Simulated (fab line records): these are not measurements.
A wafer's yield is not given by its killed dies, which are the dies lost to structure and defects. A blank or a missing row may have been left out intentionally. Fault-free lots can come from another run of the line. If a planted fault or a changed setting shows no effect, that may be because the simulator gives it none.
Which of the tools did it? || flow n5Finfet || 24 lots with 72 wafers sampled at 4 steps, on a route of 1938 steps

== WHAT EACH GAUGE READ, for each wafer ==
N5_GATE_CUT_OVL_MEAS_14.
{"lot": "L074", "measured": "day 4 13:53", "on": "overlay-01", "GATE_CUT_OVL (nm)": "-1.0 0.1 -0.1"}
{"lot": "L075", "measured": "day 4 17:19", "on": "overlay-01", "GATE_CUT_OVL (nm)": "-0.5 -0.2 -0.4"}
{"lot": "L076", "measured": "day 5 00:46", "on": "overlay-02", "GATE_CUT_OVL (nm)": "-0.1 -0.4 -0.1"}
{"lot": "L077", "measured": "day 5 06:25", "on": "overlay-01", "GATE_CUT_OVL (nm)": "-0.2 -0.8 -0.9"}
{"lot": "L078", "measured": "day 5 10:46", "on": "overlay-02", "GATE_CUT_OVL (nm)": "0.5 0.8 0.5"}
{"lot": "L079", "measured": "day 5 18:40", "on": "overlay-01", "GATE_CUT_OVL (nm)": "0.4 0.4 0.8"}
{"lot": "L080", "measured": "day 6 03:01", "on": "overlay-02", "GATE_CUT_OVL (nm)": "0.0 0.3 0.2"}
{"lot": "L081", "measured": "day 6 06:44", "on": "overlay-02", "GATE_CUT_OVL (nm)": "0.5 -0.1 -0.4"}
{"lot": "L082", "measured": "day 6 11:24", "on": "overlay-02", "GATE_CUT_OVL (nm)": "0.1 -0.7 -0.9"}
{"lot": "L083", "measured": "day 6 19:01", "on": "overlay-02", "GATE_CUT_OVL (nm)": "0.5 0.0 -0.1"}
{"lot": "L084", "measured": "day 7 02:01", "on": "overlay-02", "GATE_CUT_OVL (nm)": "0.4 -0.9 0.5"}
{"lot": "L085", "measured": "day 7 07:57", "on": "overlay-02", "GATE_CUT_OVL (nm)": "0.4 0.3 0.5"}
{"lot": "L086", "measured": "day 7 13:31", "on": "overlay-02", "GATE_CUT_OVL (nm)": "-0.6 0.2 -0.8"}
{"lot": "L087", "measured": "day 7 19:31", "on": "overlay-01", "GATE_CUT_OVL (nm)": "0.8 0.7 1.2"}
{"lot": "L088", "measured": "day 8 01:11", "on": "overlay-01", "GATE_CUT_OVL (nm)": "-0.1 -0.5 0.7"}
{"lot": "L089", "measured": "day 8 07:18", "on": "overlay-01", "GATE_CUT_OVL (nm)": "-0.3 0.6 0.7"}
{"lot": "L090", "measured": "day 8 11:44", "on": "overlay-01", "GATE_CUT_OVL (nm)": "0.4 0.9 0.4"}
{"lot": "L091", "measured": "day 8 21:08", "on": "overlay-02", "GATE_CUT_OVL (nm)": "0.1 -0.3 -0.7"}
{"lot": "L092", "measured": "day 9 00:40", "on": "overlay-02", "GATE_CUT_OVL (nm)": "1.1 -0.5 0.5"}
{"lot": "L093", "measured": "day 9 07:52", "on": "overlay-02", "GATE_CUT_OVL (nm)": "-1.4 -1.2 -0.1"}
{"lot": "L094", "measured": "day 9 11:04", "on": "overlay-02", "GATE_CUT_OVL (nm)": "0.3 0.6 0.7"}
{"lot": "L095", "measured": "day 9 14:46", "on": "overlay-02", "GATE_CUT_OVL (nm)": "0.5 0.4 -0.3"}
{"lot": "L096", "measured": "day 10 02:31", "on": "overlay-01", "GATE_CUT_OVL (nm)": "-0.5 1.7 1.2"}
{"lot": "L097", "measured": "day 10 07:49", "on": "overlay-02", "GATE_CUT_OVL (nm)": "-0.3 -0.7 -0.6"}

== WHAT TOOL EACH LOT RAN ON (gives the tool, then ch and the chambers of the sampled wafers, and finally the start) ==
{"lot": "L074", "N5_HKMG_FIN_W_FILL_22": "cvdW-01 ch 0,1, day 4 08:59", "N5_HKMG_FIN_CMP_23": "cmp-01 ch 1,2, day 4 09:06", "N5_GATE_CUT_SAC_CAP_01": "aldSin-03 ch 0,2,3, day 4 10:44"}
{"lot": "L075", "N5_HKMG_FIN_W_FILL_22": "cvdW-01 ch 0,1, day 4 12:47", "N5_HKMG_FIN_CMP_23": "cmp-03 ch 1,3, day 4 12:54", "N5_GATE_CUT_SAC_CAP_01": "aldSin-03 ch 1,2, day 4 14:15"}
{"lot": "L076", "N5_HKMG_FIN_W_FILL_22": "cvdW-01 ch 0,1, day 4 20:17", "N5_HKMG_FIN_CMP_23": "cmp-03 ch 1,2, day 4 20:23", "N5_GATE_CUT_SAC_CAP_01": "aldSin-03 ch 0,1, day 4 21:48"}
{"lot": "L077", "N5_HKMG_FIN_W_FILL_22": "cvdW-01 ch 0,1, day 5 01:12", "N5_HKMG_FIN_CMP_23": "cmp-02 ch 1,2,3, day 5 01:23", "N5_GATE_CUT_SAC_CAP_01": "aldSin-03 ch 0,1,2, day 5 03:26"}
{"lot": "L078", "N5_HKMG_FIN_W_FILL_22": "cvdW-02 ch 0,1, day 5 06:06", "N5_HKMG_FIN_CMP_23": "cmp-01 ch 1,3, day 5 06:14", "N5_GATE_CUT_SAC_CAP_01": "aldSin-01 ch 1,2, day 5 07:40"}
{"lot": "L079", "N5_HKMG_FIN_W_FILL_22": "cvdW-01 ch 0,1, day 5 14:06", "N5_HKMG_FIN_CMP_23": "cmp-01 ch 0,1,3, day 5 14:13", "N5_GATE_CUT_SAC_CAP_01": "aldSin-04 ch 0,1,3, day 5 15:34"}
{"lot": "L080", "N5_HKMG_FIN_W_FILL_22": "cvdW-01 ch 0,1, day 5 22:32", "N5_HKMG_FIN_CMP_23": "cmp-01 ch 0,1,3, day 5 22:41", "N5_GATE_CUT_SAC_CAP_01": "aldSin-03 ch 0,1,2, day 6 00:03"}
{"lot": "L081", "N5_HKMG_FIN_W_FILL_22": "cvdW-01 ch 0,1, day 6 02:11", "N5_HKMG_FIN_CMP_23": "cmp-02 ch 0,1,2, day 6 02:32", "N5_GATE_CUT_SAC_CAP_01": "aldSin-04 ch 0,3, day 6 03:46"}
{"lot": "L082", "N5_HKMG_FIN_W_FILL_22": "cvdW-01 ch 0,1, day 6 06:46", "N5_HKMG_FIN_CMP_23": "cmp-02 ch 1,2,3, day 6 07:06", "N5_GATE_CUT_SAC_CAP_01": "aldSin-01 ch 1,2,3, day 6 08:19"}
{"lot": "L083", "N5_HKMG_FIN_W_FILL_22": "cvdW-01 ch 0,1, day 6 14:35", "N5_HKMG_FIN_CMP_23": "cmp-01 ch 0,2,3, day 6 14:42", "N5_GATE_CUT_SAC_CAP_01": "aldSin-03 ch 0,1,3, day 6 16:04"}
{"lot": "L084", "N5_HKMG_FIN_W_FILL_22": "cvdW-02 ch 0, day 6 20:53", "N5_HKMG_FIN_CMP_23": "cmp-01 ch 2,3, day 6 20:59", "N5_GATE_CUT_SAC_CAP_01": "aldSin-04 ch 0,1,2, day 6 23:02"}
{"lot": "L085", "N5_HKMG_FIN_W_FILL_22": "cvdW-02 ch 0,1, day 7 03:17", "N5_HKMG_FIN_CMP_23": "cmp-02 ch 0,1,3, day 7 03:23", "N5_GATE_CUT_SAC_CAP_01": "aldSin-04 ch 0,1, day 7 04:52"}
{"lot": "L086", "N5_HKMG_FIN_W_FILL_22": "cvdW-02 ch 0,1, day 7 08:55", "N5_HKMG_FIN_CMP_23": "cmp-03 ch 2,3, day 7 09:01", "N5_GATE_CUT_SAC_CAP_01": "aldSin-04 ch 0,3, day 7 10:32"}
{"lot": "L087", "N5_HKMG_FIN_W_FILL_22": "cvdW-02 ch 0,1, day 7 14:25", "N5_HKMG_FIN_CMP_23": "cmp-02 ch 1,3, day 7 14:32", "N5_GATE_CUT_SAC_CAP_01": "aldSin-03 ch 0,2,3, day 7 16:26"}
{"lot": "L088", "N5_HKMG_FIN_W_FILL_22": "cvdW-02 ch 0,1, day 7 20:28", "N5_HKMG_FIN_CMP_23": "cmp-03 ch 0,3, day 7 20:40", "N5_GATE_CUT_SAC_CAP_01": "aldSin-04 ch 1,2,3, day 7 22:12"}
{"lot": "L089", "N5_HKMG_FIN_W_FILL_22": "cvdW-02 ch 0,1, day 8 02:42", "N5_HKMG_FIN_CMP_23": "cmp-03 ch 1,2,3, day 8 02:55", "N5_GATE_CUT_SAC_CAP_01": "aldSin-04 ch 0,2, day 8 04:13"}
{"lot": "L090", "N5_HKMG_FIN_W_FILL_22": "cvdW-01 ch 0,1, day 8 07:15", "N5_HKMG_FIN_CMP_23": "cmp-03 ch 2,3, day 8 07:26", "N5_GATE_CUT_SAC_CAP_01": "aldSin-03 ch 0,2,3, day 8 08:43"}
{"lot": "L091", "N5_HKMG_FIN_W_FILL_22": "cvdW-02 ch 0,1, day 8 16:03", "N5_HKMG_FIN_CMP_23": "cmp-01 ch 0,1, day 8 16:11", "N5_GATE_CUT_SAC_CAP_01": "aldSin-04 ch 1,2,3, day 8 18:04"}
{"lot": "L092", "N5_HKMG_FIN_W_FILL_22": "cvdW-02 ch 0,1, day 8 18:19", "N5_HKMG_FIN_CMP_23": "cmp-01 ch 0,1, day 8 18:29", "N5_GATE_CUT_SAC_CAP_01": "aldSin-01 ch 0,2,3, day 8 21:41"}
{"lot": "L093", "N5_HKMG_FIN_W_FILL_22": "cvdW-02 ch 0,1, day 9 03:22", "N5_HKMG_FIN_CMP_23": "cmp-03 ch 0,2, day 9 03:37", "N5_GATE_CUT_SAC_CAP_01": "aldSin-01 ch 0,2,3, day 9 04:53"}
{"lot": "L094", "N5_HKMG_FIN_W_FILL_22": "cvdW-02 ch 0, day 9 06:12", "N5_HKMG_FIN_CMP_23": "cmp-03 ch 1,3, day 9 06:23", "N5_GATE_CUT_SAC_CAP_01": "aldSin-03 ch 0,1,3, day 9 07:58"}
{"lot": "L095", "N5_HKMG_FIN_W_FILL_22": "cvdW-02 ch 0, day 9 10:13", "N5_HKMG_FIN_CMP_23": "cmp-01 ch 1,3, day 9 10:25", "N5_GATE_CUT_SAC_CAP_01": "aldSin-01 ch 0,1, day 9 11:48"}
{"lot": "L096", "N5_HKMG_FIN_W_FILL_22": "cvdW-01 ch 0,1, day 9 21:55", "N5_HKMG_FIN_CMP_23": "cmp-02 ch 1,3, day 9 22:01", "N5_GATE_CUT_SAC_CAP_01": "aldSin-01 ch 1,2,3, day 9 23:23"}
{"lot": "L097", "N5_HKMG_FIN_W_FILL_22": "cvdW-01 ch 0,1, day 10 03:17", "N5_HKMG_FIN_CMP_23": "cmp-03 ch 0,2,3, day 10 03:38", "N5_GATE_CUT_SAC_CAP_01": "aldSin-04 ch 0,1,2, day 10 04:50"}
- N5_HKMG_FIN_W_FILL_22: material W, target thk 60 nm, time 18.2 s.
- N5_HKMG_FIN_CMP_23: polishes, stops on SiNx, t overpolish 10 s, target thk 46.326 nm.
- N5_GATE_CUT_SAC_CAP_01: material SiNx, target thk 24 nm, pulse time 1 s, ald cycles 480.

== AS READ BY THE TOOLS THEMSELVES (means over the sampled wafers that have a number; for cases with no such wafer, the mark the record gives instead) ==
N5_HKMG_FIN_W_FILL_22.
{"lot": "L074", "tool": "cvdW-01", "heaterPowerW (W)": 816, "throttleValvePct (%)": 20.6}
{"lot": "L075", "tool": "cvdW-01", "heaterPowerW (W)": 771, "throttleValvePct (%)": 20.5}
{"lot": "L076", "tool": "cvdW-01", "heaterPowerW (W)": 792, "throttleValvePct (%)": 20.7}
{"lot": "L077", "tool": "cvdW-01", "heaterPowerW (W)": 778, "throttleValvePct (%)": 20.7}
{"lot": "L078", "tool": "cvdW-02", "heaterPowerW (W)": 934, "throttleValvePct (%)": 18.4}
{"lot": "L079", "tool": "cvdW-01", "heaterPowerW (W)": 814, "throttleValvePct (%)": 20.6}
{"lot": "L080", "tool": "cvdW-01", "heaterPowerW (W)": 769, "throttleValvePct (%)": 20.8}
{"lot": "L081", "tool": "cvdW-01", "heaterPowerW (W)": 820, "throttleValvePct (%)": 20.6}
{"lot": "L082", "tool": "cvdW-01", "heaterPowerW (W)": 772, "throttleValvePct (%)": 20.6}
{"lot": "L083", "tool": "cvdW-01", "heaterPowerW (W)": 779, "throttleValvePct (%)": 20.6}
{"lot": "L084", "tool": "cvdW-02", "heaterPowerW (W)": 804, "throttleValvePct (%)": 18.8}
{"lot": "L085", "tool": "cvdW-02", "heaterPowerW (W)": 884, "throttleValvePct (%)": 18.6}
{"lot": "L086", "tool": "cvdW-02", "heaterPowerW (W)": 947, "throttleValvePct (%)": 18.4}
{"lot": "L087", "tool": "cvdW-02", "heaterPowerW (W)": 888, "throttleValvePct (%)": 18.6}
{"lot": "L088", "tool": "cvdW-02", "heaterPowerW (W)": 950, "throttleValvePct (%)": 18.4}
{"lot": "L089", "tool": "cvdW-02", "heaterPowerW (W)": 953, "throttleValvePct (%)": 18.3}
{"lot": "L090", "tool": "cvdW-01", "heaterPowerW (W)": 820, "throttleValvePct (%)": 20.8}
{"lot": "L091", "tool": "cvdW-02", "heaterPowerW (W)": 885, "throttleValvePct (%)": 18.6}
{"lot": "L092", "tool": "cvdW-02", "heaterPowerW (W)": 867, "throttleValvePct (%)": 18.7}
{"lot": "L093", "tool": "cvdW-02", "heaterPowerW (W)": 965, "throttleValvePct (%)": 18.5}
{"lot": "L094", "tool": "cvdW-02", "heaterPowerW (W)": 811, "throttleValvePct (%)": 18.8}
{"lot": "L095", "tool": "cvdW-02", "heaterPowerW (W)": 812, "throttleValvePct (%)": 18.9}
{"lot": "L096", "tool": "cvdW-01", "heaterPowerW (W)": 806, "throttleValvePct (%)": 20.9}
{"lot": "L097", "tool": "cvdW-01", "heaterPowerW (W)": 816, "throttleValvePct (%)": 20.9}

N5_HKMG_FIN_CMP_23.
{"lot": "L074", "tool": "cmp-01", "headPressurePsi (psi)": 3.993, "motorCurrentA (A)": 12.9, "overpolishRunS (s)": 9.997, "retainingRingPressureFrac": 1.008, "timeToEndpointS (s)": 12.6}
{"lot": "L075", "tool": "cmp-03", "headPressurePsi (psi)": 3.988, "motorCurrentA (A)": 13.6, "overpolishRunS (s)": 9.998, "retainingRingPressureFrac": 0.998, "timeToEndpointS (s)": 12.3}
{"lot": "L076", "tool": "cmp-03", "headPressurePsi (psi)": 3.998, "motorCurrentA (A)": 12.7, "overpolishRunS (s)": 9.996, "retainingRingPressureFrac": 0.996, "timeToEndpointS (s)": 10.9}
{"lot": "L077", "tool": "cmp-02", "headPressurePsi (psi)": 4.002, "motorCurrentA (A)": 13.5, "overpolishRunS (s)": 9.999, "retainingRingPressureFrac": 1.000, "timeToEndpointS (s)": 10.5}
{"lot": "L078", "tool": "cmp-01", "headPressurePsi (psi)": 4.005, "motorCurrentA (A)": 12.4, "overpolishRunS (s)": 10.010, "retainingRingPressureFrac": 1.000, "timeToEndpointS (s)": 12.3}
{"lot": "L079", "tool": "cmp-01", "headPressurePsi (psi)": 3.991, "motorCurrentA (A)": 12.2, "overpolishRunS (s)": 9.987, "retainingRingPressureFrac": 1.001, "timeToEndpointS (s)": 15.0}
{"lot": "L080", "tool": "cmp-01", "headPressurePsi (psi)": 4.000, "motorCurrentA (A)": 12.2, "overpolishRunS (s)": 9.984, "retainingRingPressureFrac": 0.999, "timeToEndpointS (s)": 14.3}
{"lot": "L081", "tool": "cmp-02", "headPressurePsi (psi)": 3.998, "motorCurrentA (A)": 13.0, "overpolishRunS (s)": 10.000, "retainingRingPressureFrac": 0.999, "timeToEndpointS (s)": 10.4}
{"lot": "L082", "tool": "cmp-02", "headPressurePsi (psi)": 3.996, "motorCurrentA (A)": 13.2, "overpolishRunS (s)": 10.003, "retainingRingPressureFrac": 0.995, "timeToEndpointS (s)": 8.3}
{"lot": "L083", "tool": "cmp-01", "headPressurePsi (psi)": 3.997, "motorCurrentA (A)": 12.2, "overpolishRunS (s)": 9.997, "retainingRingPressureFrac": 1.004, "timeToEndpointS (s)": 14.1}
{"lot": "L084", "tool": "cmp-01", "headPressurePsi (psi)": 4.000, "motorCurrentA (A)": 12.2, "overpolishRunS (s)": 9.993, "retainingRingPressureFrac": 0.997, "timeToEndpointS (s)": 11.3}
{"lot": "L085", "tool": "cmp-02", "headPressurePsi (psi)": 4.003, "motorCurrentA (A)": 12.8, "overpolishRunS (s)": 9.997, "retainingRingPressureFrac": 0.994, "timeToEndpointS (s)": 11.3}
{"lot": "L086", "tool": "cmp-03", "headPressurePsi (psi)": 4.011, "motorCurrentA (A)": 13.5, "overpolishRunS (s)": 10.003, "retainingRingPressureFrac": 0.993, "timeToEndpointS (s)": 9.6}
{"lot": "L087", "tool": "cmp-02", "headPressurePsi (psi)": 4.011, "motorCurrentA (A)": 13.5, "overpolishRunS (s)": 9.991, "retainingRingPressureFrac": 1.004, "timeToEndpointS (s)": 9.9}
{"lot": "L088", "tool": "cmp-03", "headPressurePsi (psi)": 4.005, "motorCurrentA (A)": 12.7, "overpolishRunS (s)": 10.003, "retainingRingPressureFrac": 1.000, "timeToEndpointS (s)": 12.8}
{"lot": "L089", "tool": "cmp-03", "headPressurePsi (psi)": 3.991, "motorCurrentA (A)": 12.9, "overpolishRunS (s)": 9.997, "retainingRingPressureFrac": 0.999, "timeToEndpointS (s)": 9.6}
{"lot": "L090", "tool": "cmp-03", "headPressurePsi (psi)": 4.006, "motorCurrentA (A)": 12.6, "overpolishRunS (s)": 9.997, "retainingRingPressureFrac": 1.002, "timeToEndpointS (s)": 13.0}
{"lot": "L091", "tool": "cmp-01", "headPressurePsi (psi)": 3.993, "motorCurrentA (A)": 12.4, "overpolishRunS (s)": 10.004, "retainingRingPressureFrac": 1.000, "timeToEndpointS (s)": 12.1}
{"lot": "L092", "tool": "cmp-01", "headPressurePsi (psi)": 3.995, "motorCurrentA (A)": 13.0, "overpolishRunS (s)": 10.007, "retainingRingPressureFrac": 0.996, "timeToEndpointS (s)": 16.0}
{"lot": "L093", "tool": "cmp-03", "headPressurePsi (psi)": 3.998, "motorCurrentA (A)": 11.7, "overpolishRunS (s)": 10.003, "retainingRingPressureFrac": 1.002, "timeToEndpointS (s)": 15.3}
{"lot": "L094", "tool": "cmp-03", "headPressurePsi (psi)": 4.012, "motorCurrentA (A)": 13.8, "overpolishRunS (s)": 10.002, "retainingRingPressureFrac": 1.002, "timeToEndpointS (s)": 14.6}
{"lot": "L095", "tool": "cmp-01", "headPressurePsi (psi)": 4.011, "motorCurrentA (A)": 12.4, "overpolishRunS (s)": 10.008, "retainingRingPressureFrac": 0.999, "timeToEndpointS (s)": 13.7}
{"lot": "L096", "tool": "cmp-02", "headPressurePsi (psi)": 4.005, "motorCurrentA (A)": 13.4, "overpolishRunS (s)": 10.003, "retainingRingPressureFrac": 0.999, "timeToEndpointS (s)": 10.4}
{"lot": "L097", "tool": "cmp-03", "headPressurePsi (psi)": 3.994, "motorCurrentA (A)": 12.5, "overpolishRunS (s)": 10.004, "retainingRingPressureFrac": 0.999, "timeToEndpointS (s)": 13.0}

N5_GATE_CUT_SAC_CAP_01.
{"lot": "L074", "tool": "aldSin-03", "heaterPowerW (W)": 826, "precursorPulseHeightRel": 0.999}
{"lot": "L075", "tool": "aldSin-03", "heaterPowerW (W)": 874, "precursorPulseHeightRel": 0.984}
{"lot": "L076", "tool": "aldSin-03", "heaterPowerW (W)": 877, "precursorPulseHeightRel": 1.023}
{"lot": "L077", "tool": "aldSin-03", "heaterPowerW (W)": 866, "precursorPulseHeightRel": 0.998}
{"lot": "L078", "tool": "aldSin-01", "heaterPowerW (W)": 911, "precursorPulseHeightRel": 1.003}
{"lot": "L079", "tool": "aldSin-04", "heaterPowerW (W)": 879, "precursorPulseHeightRel": 1.001}
{"lot": "L080", "tool": "aldSin-03", "heaterPowerW (W)": 857, "precursorPulseHeightRel": 0.999}
{"lot": "L081", "tool": "aldSin-04", "heaterPowerW (W)": 924, "precursorPulseHeightRel": 0.992}
{"lot": "L082", "tool": "aldSin-01", "heaterPowerW (W)": 860, "precursorPulseHeightRel": 1.011}
{"lot": "L083", "tool": "aldSin-03", "heaterPowerW (W)": 845, "precursorPulseHeightRel": 1.005}
{"lot": "L084", "tool": "aldSin-04", "heaterPowerW (W)": 871, "precursorPulseHeightRel": 1.003}
{"lot": "L085", "tool": "aldSin-04", "heaterPowerW (W)": 848, "precursorPulseHeightRel": 0.995}
{"lot": "L086", "tool": "aldSin-04", "heaterPowerW (W)": 847, "precursorPulseHeightRel": 1.001}
{"lot": "L087", "tool": "aldSin-03", "heaterPowerW (W)": 819, "precursorPulseHeightRel": 0.997}
{"lot": "L088", "tool": "aldSin-04", "heaterPowerW (W)": 954, "precursorPulseHeightRel": 1.003}
{"lot": "L089", "tool": "aldSin-04", "heaterPowerW (W)": 888, "precursorPulseHeightRel": 0.995}
{"lot": "L090", "tool": "aldSin-03", "heaterPowerW (W)": 834, "precursorPulseHeightRel": 1.009}
{"lot": "L091", "tool": "aldSin-04", "heaterPowerW (W)": 947, "precursorPulseHeightRel": 0.994}
{"lot": "L092", "tool": "aldSin-01", "heaterPowerW (W)": 887, "precursorPulseHeightRel": 1.000}
{"lot": "L093", "tool": "aldSin-01", "heaterPowerW (W)": 894, "precursorPulseHeightRel": 0.995}
{"lot": "L094", "tool": "aldSin-03", "heaterPowerW (W)": 843, "precursorPulseHeightRel": 1.001}
{"lot": "L095", "tool": "aldSin-01", "heaterPowerW (W)": 801, "precursorPulseHeightRel": 0.992}
{"lot": "L096", "tool": "aldSin-01", "heaterPowerW (W)": 867, "precursorPulseHeightRel": 0.993}
{"lot": "L097", "tool": "aldSin-04", "heaterPowerW (W)": 885, "precursorPulseHeightRel": 1.012}

== THE ANSWER, worked out from the rows above alone ==
Rule: usual is defined by the lots themselves. The widest of any qualifying gaps counts: lots, ordered by their means at a reading, are off when they make up no more than a third of the lots, leave a main group of 4 or more, and stand apart from it by 3 or more times the standard deviation of that group's means. A main group is skipped when, at the precision printed for the reading in the tables above, its means are all equal. Also off: a lot with no number at a reading for which 4 or more lots have one. All remaining lots with rows at the step are treated as sound. After the gauges, taken in route order, come the tools' own readings; for these a lot's mean is taken, as printed above. At the first step where some lot is off, the reading lying furthest off is the one used; lots without a number count as furthest.
Nothing can be told from this: no lot is off at any reading shown.

== WHAT THE SIMULATOR HAD INSERTED ==
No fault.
